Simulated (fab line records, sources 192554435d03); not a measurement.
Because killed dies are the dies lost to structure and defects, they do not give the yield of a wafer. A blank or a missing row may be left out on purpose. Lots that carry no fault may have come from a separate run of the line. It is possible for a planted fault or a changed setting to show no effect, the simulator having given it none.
Problem report in the 8D (eight disciplines) form, filled by code / flow n5Finfet / the parts of the form that need people (team, actions taken, sign-off) are left out

== 1. PROBLEM STATEMENT ==
Mean of lampPowerPct at N5_BEOL_M8_CURE_75: 50.84 % across 2 wafers in 2 lots; on wafers with no fault it is 52.31 % (standard deviation 0.061). Relative to the usual mean, that is a shift of -24 standard deviations.
The step: cures SiCOH lowk, time 120 s.
First seen on wafer L153.1, day 12 21:49, on uvCure-02. Wafers with a number at this step in the record: 33, from 11 lots. Rule for "out", or "out of limits": more than 4 standard deviations from the usual mean. The other wafers with a number count as sound.

== 2. WHAT IT IS, WHAT IT ISN'T ==
question=which readings at this step | is=lampPowerPct, runLengthS | is not=wafer_temp_C_max
question=which lots | is=L153, L155 | is not=L146, L147, L150, L162, L163, L164, L165, L167, L168
question=which wafers of those lots | is=L153.1, L155.1 | is not=L153.3, L153.6, L155.4, L155.6
question=read on which tools | is=uvCure-02 | is not=uvCure-01, uvCure-03
question=when | is=from day 12 21:49 | is not=up to then (11 sound wafers); but 20 sound wafers of L155, L162, L163, L164, L165, L167, L168 came after

== 3. THE SUSPECTS, EACH WITH WHAT RULES IT OUT ==
Counting: if a tool at a process step up to the reading ran every lot that is out, it stays a suspect. Sound lots after the first of them don't rule it out here, since some wafers of a struck lot are sound.
- rieDiel-06 at N5_BEOL_M8_ETCH_72 (etches underlayer in N2/H2, target depth 6.5 nm, time 5.2 s): kept. It ran every lot that is out, first L153 (day 12 20:59).
- uvCure-02 at N5_BEOL_M8_CURE_75 (cures SiCOH lowk, time 120 s): kept. It processed each lot that is out (first: L153, day 12 21:49); up to then, its last sound lot is L150 (day 12 10:23). Its own lampPowerPct, runLengthS readings are out on those wafers.
The count leaves uvCure-02 at N5_BEOL_M8_CURE_75 and rieDiel-06 at N5_BEOL_M8_ETCH_72.

== 4. THE CAUSE (what the simulator had put in) ==
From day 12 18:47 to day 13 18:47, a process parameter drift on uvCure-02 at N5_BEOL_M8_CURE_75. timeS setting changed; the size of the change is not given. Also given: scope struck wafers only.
2 suspects survive the count, and this tool is in that group.

== 5. THE CHAIN OF EFFECTS, in route order ==
Each row: a reading where the mean over the struck wafers with a number is more than 3 standard deviations away from the usual. Readings are gone through only where the record gives a usual standard deviation; hours: the median, over the lots, of the time from a lot's start at the first step in this table giving one to that lot's start at this step; sigmas: the change measured in usual standard deviations.
hours=0; step=N5_BEOL_M8_CURE_75; reading=lampPowerPct; usual=52.31 %; on struck wafers=50.84; change=-1.47; sigmas=-24
hours=0; step=N5_BEOL_M8_CURE_75; reading=runLengthS; usual=178.5 s; on struck wafers=148.6; change=-29.9; sigmas=-19
The process steps in it:
- N5_BEOL_M8_CURE_75: cures SiCOH lowk, time 120 s.

== 6. HOW IT WOULD HAVE BEEN CAUGHT EARLIER ==
First out-of-limits reading in this record: day 12 21:49, which is 3 hours after fault onset at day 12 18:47.
